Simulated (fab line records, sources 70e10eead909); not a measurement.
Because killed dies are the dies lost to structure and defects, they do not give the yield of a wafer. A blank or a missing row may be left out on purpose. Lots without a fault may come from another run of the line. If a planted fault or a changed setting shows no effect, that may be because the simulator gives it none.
Which tool did it?    flow nandHarc    23 lots, 69 wafers sampled, at 6 steps of a route of 1302

## WHAT EACH GAUGE READ, for each wafer
The record holds no reading of a measuring or inspecting step that can be judged against a usual standard deviation.

## WHAT TOOL EACH LOT RAN ON (gives the tool, then ch and the chambers of the sampled wafers, and finally the start)
lot   NHARC_A_CONTACT_ETCH_88            NHARC_A_CONTACT_ETCH_92            NHARC_A_CONTACT_ALD_18              NHARC_A_M0_ETCH_15                            NHARC_A_M0_STRIP_18                NHARC_A_M0_ANNEAL_30
L074  rieDiel-05 ch 0,2,3, day 21 18:24  rieDiel-12 ch 0,1,3, day 21 21:17  aldMetal-01 ch 0,1,2, day 21 22:28  rieDiel-11 ch 1,2,3, day 22 05:03 or earlier  rieDiel-08 ch 1,2,3, day 22 05:03  rtpAnneal-02 ch 0, day 22 06:20
L075  rieDiel-12 ch 2,3, day 22 14:11    rieDiel-06 ch 0,1,2, day 22 17:05  aldMetal-02 ch 0,1, day 22 18:13    rieDiel-09 ch 0,1,3, day 23 00:55 or earlier  rieDiel-09 ch 0,1,3, day 23 00:55  rtpAnneal-02 ch 0, day 23 02:16
L076  rieDiel-05 ch 0,3, day 22 20:29    rieDiel-05 ch 0,1,2, day 22 23:25  aldMetal-02 ch 0,2,3, day 23 00:35  rieDiel-09 ch 0,2,3, day 23 07:18 or earlier  rieDiel-11 ch 0,1, day 23 07:18    rtpAnneal-02 ch 0, day 23 08:38
L077  rieDiel-12 ch 0,3, day 22 23:15    rieDiel-05 ch 0,3, day 23 02:30    aldMetal-04 ch 1,2,3, day 23 03:41  rieDiel-11 ch 0,1, day 23 10:13 or earlier    rieDiel-08 ch 2,3, day 23 10:13    rtpAnneal-02 ch 0, day 23 11:41
L078  rieDiel-05 ch 1,2,3, day 23 15:18  rieDiel-05 ch 2,3, day 23 18:13    aldMetal-01 ch 1,2,3, day 23 19:25  rieDiel-08 ch 0,3, day 24 02:35 or earlier    rieDiel-09 ch 0,2,3, day 24 02:35  rtpAnneal-02 ch 0, day 24 03:51
L079  rieDiel-05 ch 0,1, day 24 07:53    rieDiel-12 ch 1,2,3, day 24 10:49  aldMetal-01 ch 1,2,3, day 24 11:59  rieDiel-11 ch 1,2, day 24 19:03 or earlier    rieDiel-09 ch 1,2,3, day 24 19:03  rtpAnneal-01 ch 0, day 24 20:19
L081  rieDiel-05 ch 0,2,3, day 25 06:59  rieDiel-12 ch 0,1, day 25 09:53    aldMetal-04 ch 0,1, day 25 11:07    rieDiel-11 ch 1,2, day 25 17:43 or earlier    rieDiel-09 ch 0,2,3, day 25 17:43  rtpAnneal-01 ch 0, day 25 19:05
L082  rieDiel-06 ch 1,2, day 25 09:42    rieDiel-12 ch 0,1, day 25 12:35    aldMetal-02 ch 0,1,2, day 25 13:44  rieDiel-11 ch 2,3, day 25 20:31 or earlier    rieDiel-08 ch 0,2,3, day 25 20:31  rtpAnneal-02 ch 0, day 25 22:11
L080  rieDiel-12 ch 0,3, day 25 12:58    rieDiel-12 ch 0,1,2, day 25 15:52  aldMetal-01 ch 0,3, day 25 17:04    rieDiel-09 ch 1,2,3, day 25 23:52 or earlier  rieDiel-11 ch 0,2,3, day 25 23:52  rtpAnneal-01 ch 0, day 26 01:09
L083  rieDiel-05 ch 1,2,3, day 26 11:36  rieDiel-05 ch 0,2,3, day 26 14:28  aldMetal-04 ch 1,3, day 26 15:38    rieDiel-08 ch 0,2, day 26 22:17 or earlier    rieDiel-09 ch 1,2,3, day 26 22:17  rtpAnneal-01 ch 0, day 26 23:38
L085  rieDiel-12 ch 0,1,2, day 26 12:17  rieDiel-05 ch 1,2,3, day 26 15:10  aldMetal-04 ch 0,1,2, day 26 16:23  rieDiel-11 ch 1,2,3, day 26 23:04 or earlier  rieDiel-08 ch 0,2,3, day 26 23:04  rtpAnneal-01 ch 0, day 27 00:25
L084  rieDiel-05 ch 0,1,2, day 27 06:12  rieDiel-05 ch 2,3, day 27 09:32    aldMetal-04 ch 1,2,3, day 27 10:43  rieDiel-09 ch 1,2,3, day 27 17:06 or earlier  rieDiel-08 ch 0,3, day 27 17:06    rtpAnneal-01 ch 0, day 27 18:25
L087  rieDiel-05 ch 1,2, day 28 07:32    rieDiel-05 ch 0,3, day 28 10:25    aldMetal-02 ch 0,1,2, day 28 11:35  rieDiel-11 ch 0,1,2, day 28 18:40 or earlier  rieDiel-11 ch 2,3, day 28 18:40    rtpAnneal-02 ch 0, day 28 19:59
L089  rieDiel-05 ch 1,2, day 28 09:08    rieDiel-12 ch 0,3, day 28 12:01    aldMetal-01 ch 0,1, day 28 13:11    rieDiel-08 ch 1,3, day 28 19:39 or earlier    rieDiel-09 ch 2,3, day 28 19:39    rtpAnneal-01 ch 0, day 28 20:58
L090  rieDiel-05 ch 1,2,3, day 28 11:20  rieDiel-05 ch 2,3, day 28 14:13    aldMetal-04 ch 0,3, day 28 15:24    rieDiel-09 ch 0,2,3, day 28 22:00 or earlier  rieDiel-08 ch 0,1,2, day 28 22:00  rtpAnneal-02 ch 0, day 28 23:18
L088  rieDiel-05 ch 0,1,2, day 28 15:49  rieDiel-05 ch 0,2,3, day 28 19:28  aldMetal-02 ch 1,2,3, day 28 20:47  rieDiel-11 ch 0,1,3, day 29 03:18 or earlier  rieDiel-08 ch 0,1,3, day 29 03:18  rtpAnneal-02 ch 0, day 29 04:40
L091  rieDiel-06 ch 0,2,3, day 29 12:35  rieDiel-12 ch 2,3, day 29 15:29    aldMetal-01 ch 1,3, day 29 16:38    rieDiel-09 ch 2,3, day 29 23:50 or earlier    rieDiel-08 ch 0,1, day 29 23:50    rtpAnneal-02 ch 0, day 30 01:14
L093  rieDiel-05 ch 0,2,3, day 30 00:22  rieDiel-12 ch 1,2,3, day 30 03:23  aldMetal-01 ch 0,1,2, day 30 04:31  rieDiel-08 ch 0,1,2, day 30 10:53 or earlier  rieDiel-11 ch 0,1,3, day 30 10:53  rtpAnneal-01 ch 0, day 30 12:10
L094  rieDiel-05 ch 0,1,2, day 30 03:43  rieDiel-06 ch 0,1,3, day 30 06:38  aldMetal-04 ch 1,2,3, day 30 10:44  rieDiel-11 ch 0,2,3, day 30 17:31 or earlier  rieDiel-11 ch 0,1,3, day 30 17:31  rtpAnneal-01 ch 0, day 30 18:47
L092  rieDiel-05 ch 0,1,3, day 30 06:41  rieDiel-05 ch 0,2,3, day 30 09:34  aldMetal-02 ch 1,2,3, day 30 10:47  rieDiel-08 ch 0,1,2, day 30 17:47 or earlier  rieDiel-11 ch 0,1,3, day 30 17:47  rtpAnneal-02 ch 0, day 30 19:04
L095  rieDiel-05 ch 1,2,3, day 30 16:16  rieDiel-06 ch 1,2,3, day 30 19:17  aldMetal-01 ch 0,3, day 30 20:25    rieDiel-09 ch 0,1, day 31 03:19 or earlier    rieDiel-11 ch 0,2,3, day 31 03:19  rtpAnneal-02 ch 0, day 31 04:41
L097  rieDiel-05 ch 0,3, day 31 08:43    rieDiel-05 ch 0,1,2, day 31 11:37  aldMetal-02 ch 1,2, day 31 12:48    rieDiel-08 ch 0,3, day 31 19:21 or earlier    rieDiel-09 ch 0,2, day 31 19:21    rtpAnneal-02 ch 0, day 31 20:40
L096  rieDiel-05 ch 0,1,3, day 31 10:26  rieDiel-06 ch 0,2,3, day 31 13:22  aldMetal-01 ch 0,1,3, day 31 14:31  rieDiel-08 ch 0,1,3, day 31 21:12 or earlier  rieDiel-11 ch 0,2, day 31 21:12    rtpAnneal-02 ch 0, day 31 22:28
- NHARC_A_CONTACT_ETCH_88: etches the open film in CF4, target depth 39 nm, time 65 s.
- NHARC_A_CONTACT_ETCH_92: etches the open film in CH3F/O2, target depth 40 nm, time 85.7 s.
- NHARC_A_CONTACT_ALD_18: deposits TiN, target thk 3 nm, pulse time 1 s, ald cycles 150.
- NHARC_A_M0_ETCH_15: etches the open film in C4F8/Ar, target depth 150 nm, overetch 15 nm, time 82.5 s.
- NHARC_A_M0_STRIP_18: strips in N2/H2.
- NHARC_A_M0_ANNEAL_30: time 90 s.

## AS READ BY THE TOOLS THEMSELVES (means over the sampled wafers that have a number; for cases with no such wafer, the mark the record gives instead)
NHARC_A_CONTACT_ETCH_88. Usual: drypumpMotorCurrentA 5.9 A, standard deviation 0.38; oesProductAu 1.000 a.u., standard deviation 0.0098; rfVppV 152.1 V, standard deviation 1.1; showerheadPlenumPTorr 1.84 Torr, standard deviation 0.062; throttleValvePct 13.284 %, standard deviation 0.0095.
lot   tool        drypumpMotorCurrentA (A)  oesProductAu (a.u.)  rfVppV (V)  showerheadPlenumPTorr (Torr)  throttleValvePct (%)  flag
L074  rieDiel-05  5.7                       1.000                152.8       1.86                          13.287                
L075  rieDiel-12  5.9                       1.022                151.6       1.83                          13.286                
L076  rieDiel-05  5.6                       0.994                151.6       1.85                          13.290                
L077  rieDiel-12  5.9                       0.996                153.0       1.89                          13.277                
L078  rieDiel-05  6.0                       0.990                152.2       1.85                          13.290                
L079  rieDiel-05  5.8                       1.001                152.6       1.87                          13.279                
L081  rieDiel-05  5.7                       1.003                152.2       1.85                          13.279                
L082  rieDiel-06  5.5                       0.994                150.5       1.79                          13.288                
L080  rieDiel-12  5.9                       0.989                152.6       1.89                          13.281                
L083  rieDiel-05  6.1                       1.005                152.2       1.85                          13.278                
L085  rieDiel-12  6.0                       0.991                150.9       1.79                          13.282                
L084  rieDiel-05  6.0                       1.004                152.5       1.88                          13.282                
L087  rieDiel-05  6.0                       1.000                152.6       1.88                          13.284                
L089  rieDiel-05  6.0                       0.999                152.9       1.88                          13.291                
L090  rieDiel-05  6.1                       1.000                152.3       1.85                          13.281                
L088  rieDiel-05  5.9                       1.009                152.0       1.87                          13.290                
L091  rieDiel-06  5.5                       1.004                151.0       1.74                          13.285                
L093  rieDiel-05  5.7                       1.004                152.2       1.85                          13.284                
L094  rieDiel-05  5.9                       1.007                151.6       1.87                          13.289                
L092  rieDiel-05  6.0                       0.995                152.4       1.83                          13.287                
L095  rieDiel-05  6.1                       1.003                151.6       1.84                          13.283                
L097  rieDiel-05  5.5                       1.002                152.3       1.84                          13.288                
L096  rieDiel-05  6.0                       1.000                152.3       1.83                          13.286                

NHARC_A_CONTACT_ETCH_92. Usual: drypumpMotorCurrentA 5.8 A, standard deviation 0.35; o2FlowSccm 30.01 sccm, standard deviation 0.092; oesProductAu 0.942 a.u., standard deviation 0.03; rfVppV 245.4 V, standard deviation 1.9; showerheadPlenumPTorr 2.53 Torr, standard deviation 0.11; throttleValvePct 20.663 %, standard deviation 0.0097.
lot   tool        drypumpMotorCurrentA (A)  o2FlowSccm (sccm)  oesProductAu (a.u.)  rfVppV (V)  showerheadPlenumPTorr (Torr)  throttleValvePct (%)  flag
L074  rieDiel-12  5.8                       29.98              0.917                246.7       2.60                          20.671                
L075  rieDiel-06  5.4                       30.01              0.995                244.4       2.47                          20.656                
L076  rieDiel-05  6.0                       30.00              0.930                246.6       2.61                          20.653                
L077  rieDiel-05  5.6                       30.04              0.926                246.4       2.57                          20.665                
L078  rieDiel-05  5.8                       30.02              0.928                246.0       2.55                          20.658                
L079  rieDiel-12  5.9                       29.92              1.010                244.8       2.50                          20.672                
L081  rieDiel-12  5.8                       30.08              0.912                246.1       2.55                          20.661                
L082  rieDiel-12  5.9                       29.96              0.917                246.0       2.59                          20.660                
L080  rieDiel-12  6.0                       30.04              0.922                244.6       2.49                          20.659                
L083  rieDiel-05  5.7                       30.06              0.953                245.2       2.58                          20.658                
L085  rieDiel-05  6.0                       30.01              0.929                247.0       2.58                          20.656                
L084  rieDiel-05  5.8                       30.03              0.946                246.5       2.60                          20.672                
L087  rieDiel-05  5.6                       30.03              0.934                246.8       2.56                          20.666                
L089  rieDiel-12  5.9                       30.08              0.985                247.4       2.62                          20.659                
L090  rieDiel-05  5.7                       30.02              0.933                246.3       2.59                          20.656                
L088  rieDiel-05  5.7                       30.02              0.929                246.3       2.58                          20.662                
L091  rieDiel-12  6.1                       29.94              0.925                242.9       2.42                          20.669                
L093  rieDiel-12  5.9                       29.96              0.928                245.0       2.49                          20.651                
L094  rieDiel-06  5.7                       30.02              0.925                243.2       2.37                          20.663                
L092  rieDiel-05  5.7                       29.96              0.931                246.4       2.57                          20.673                
L095  rieDiel-06  5.5                       29.96              1.004                244.9       2.45                          20.664                
L097  rieDiel-05  6.0                       30.00              0.925                246.6       2.60                          20.662                
L096  rieDiel-06  5.5                       30.07              0.977                244.4       2.41                          20.666                

NHARC_A_CONTACT_ALD_18. Usual: heaterPowerW 1108 W, standard deviation 120; precursorPulseHeightRel 1.000, standard deviation 0.019.
lot   tool         heaterPowerW (W)  precursorPulseHeightRel  flag
L074  aldMetal-01  1046              0.987                    
L075  aldMetal-02  969               0.998                    
L076  aldMetal-02  1173              1.003                    
L077  aldMetal-04  1186              1.006                    
L078  aldMetal-01  1146              1.002                    
L079  aldMetal-01  1154              1.004                    
L081  aldMetal-04  1147              1.017                    
L082  aldMetal-02  1084              0.978                    
L080  aldMetal-01  1283              1.007                    
L083  aldMetal-04  1202              1.001                    
L085  aldMetal-04  1118              1.006                    
L084  aldMetal-04  1190              0.992                    
L087  aldMetal-02  1048              1.000                    
L089  aldMetal-01  1040              0.981                    
L090  aldMetal-04  1103              0.996                    
L088  aldMetal-02  1085              1.004                    
L091  aldMetal-01  1314              0.998                    
L093  aldMetal-01  1030              0.997                    
L094  aldMetal-04  1149              1.012                    
L092  aldMetal-02  1122              1.003                    
L095  aldMetal-01  1111              1.006                    
L097  aldMetal-02  1027              0.999                    
L096  aldMetal-01  1108              0.993                    

NHARC_A_M0_ETCH_15. Usual: oesProductAu 0.954 a.u., standard deviation 0.022; rfVppV 442.2 V, standard deviation 1.8.
lot   tool        oesProductAu (a.u.)  rfVppV (V)  flag
L074  rieDiel-11  0.971                441.5       
L075  rieDiel-09  0.965                441.9       
L076  rieDiel-09  0.947                443.4       
L077  rieDiel-11  0.929                442.5       
L078  rieDiel-08  0.972                442.9       
L079  rieDiel-11  0.922                444.0       
L081  rieDiel-11  0.959                442.7       
L082  rieDiel-11  0.966                439.7       
L080  rieDiel-09  0.929                441.6       
L083  rieDiel-08  0.970                444.0       
L085  rieDiel-11  0.970                442.0       
L084  rieDiel-09  0.969                440.7       
L087  rieDiel-11  0.973                441.8       
L089  rieDiel-08  0.922                440.6       
L090  rieDiel-09  0.920                443.1       
L088  rieDiel-11  0.965                440.4       
L091  rieDiel-09  0.981                441.8       
L093  rieDiel-08  0.933                443.2       
L094  rieDiel-11  0.922                441.1       
L092  rieDiel-08  0.932                444.7       
L095  rieDiel-09  0.965                442.6       
L097  rieDiel-08  0.983                441.8       
L096  rieDiel-08  0.978                442.5       

NHARC_A_M0_STRIP_18. Usual: drypumpMotorCurrentA 6.0 A, standard deviation 0.52; oesProductAu 1.003 a.u., standard deviation 0.0099; rfVppV 90.9 V, standard deviation 0.83; showerheadPlenumPTorr 2.09 Torr, standard deviation 0.064; throttleValvePct 14.172 %, standard deviation 0.0095.
lot   tool        drypumpMotorCurrentA (A)  oesProductAu (a.u.)  rfVppV (V)  showerheadPlenumPTorr (Torr)  throttleValvePct (%)  flag
L074  rieDiel-08  5.8                       1.013                90.9        2.12                          14.174                
L075  rieDiel-09  5.9                       1.006                90.2        2.07                          14.167                
L076  rieDiel-11  6.4                       1.001                91.7        2.09                          14.166                
L077  rieDiel-08  5.7                       1.010                90.5        2.08                          14.165                
L078  rieDiel-09  5.9                       0.997                90.2        2.10                          14.169                
L079  rieDiel-09  5.9                       0.995                91.5        2.08                          14.174                
L081  rieDiel-09  5.9                       1.006                90.8        2.10                          14.178                
L082  rieDiel-08  5.9                       1.006                91.2        2.12                          14.177                
L080  rieDiel-11  6.1                       0.998                91.4        2.04                          14.167                
L083  rieDiel-09  5.9                       1.001                91.0        2.08                          14.173                
L085  rieDiel-08  5.9                       0.999                90.2        2.12                          14.176                
L084  rieDiel-08  5.4                       1.005                91.1        2.06                          14.162                
L087  rieDiel-11  6.5                       1.014                90.7        2.07                          14.172                
L089  rieDiel-09  6.1                       1.000                91.1        2.07                          14.168                
L090  rieDiel-08  6.1                       1.000                92.0        2.15                          14.171                
L088  rieDiel-08  5.5                       0.996                91.1        2.10                          14.174                
L091  rieDiel-08  5.7                       0.999                91.7        2.13                          14.174                
L093  rieDiel-11  6.3                       1.002                91.3        2.04                          14.172                
L094  rieDiel-11  6.2                       1.014                90.9        2.04                          14.180                
L092  rieDiel-11  6.3                       1.004                91.2        2.04                          14.175                
L095  rieDiel-11  6.1                       1.004                90.2        2.04                          14.174                
L097  rieDiel-09  5.8                       1.006                91.0        2.14                          14.173                
L096  rieDiel-11  5.9                       0.996                91.2        2.05                          14.169                

NHARC_A_M0_ANNEAL_30. Usual: 226.05 for wafer_temp_C_max, sd 0.29.
lot   tool          wafer_temp_C_max  flag
L074  rtpAnneal-02  226.07            
L075  rtpAnneal-02  225.86            
L076  rtpAnneal-02  225.90            
L077  rtpAnneal-02  225.99            
L078  rtpAnneal-02  225.84            
L079  rtpAnneal-01  226.32            
L081  rtpAnneal-01  225.58            
L082  rtpAnneal-02  225.65            
L080  rtpAnneal-01  226.18            
L083  rtpAnneal-01  225.75            
L085  rtpAnneal-01  226.38            
L084  rtpAnneal-01  226.26            
L087  rtpAnneal-02  226.27            
L089  rtpAnneal-01  226.30            
L090  rtpAnneal-02  225.80            
L088  rtpAnneal-02  226.14            
L091  rtpAnneal-02  225.79            
L093  rtpAnneal-01  226.21            
L094  rtpAnneal-01  226.04            
L092  rtpAnneal-02  225.98            
L095  rtpAnneal-02  225.81            
L097  rtpAnneal-02  225.92            
L096  rtpAnneal-02  225.96            

## THE ANSWER, worked out from the rows above alone
Rule: lot off if the mean of its wafers having a number is beyond 3 standard deviations from the usual mean. Also off: a lot with no number at a reading for which 4 or more lots have one. Where the step has rows for the other lots, those lots are counted as sound. The gauges are gone through in route order, then the tools' own readings, and for those a lot's mean is taken as printed above. At the first step where some lot is off, the reading lying furthest off is the one used; lots without a number count as furthest.
Nothing can be told from this: no lot is off at any reading shown.

## WHAT THE SIMULATOR PUT IN
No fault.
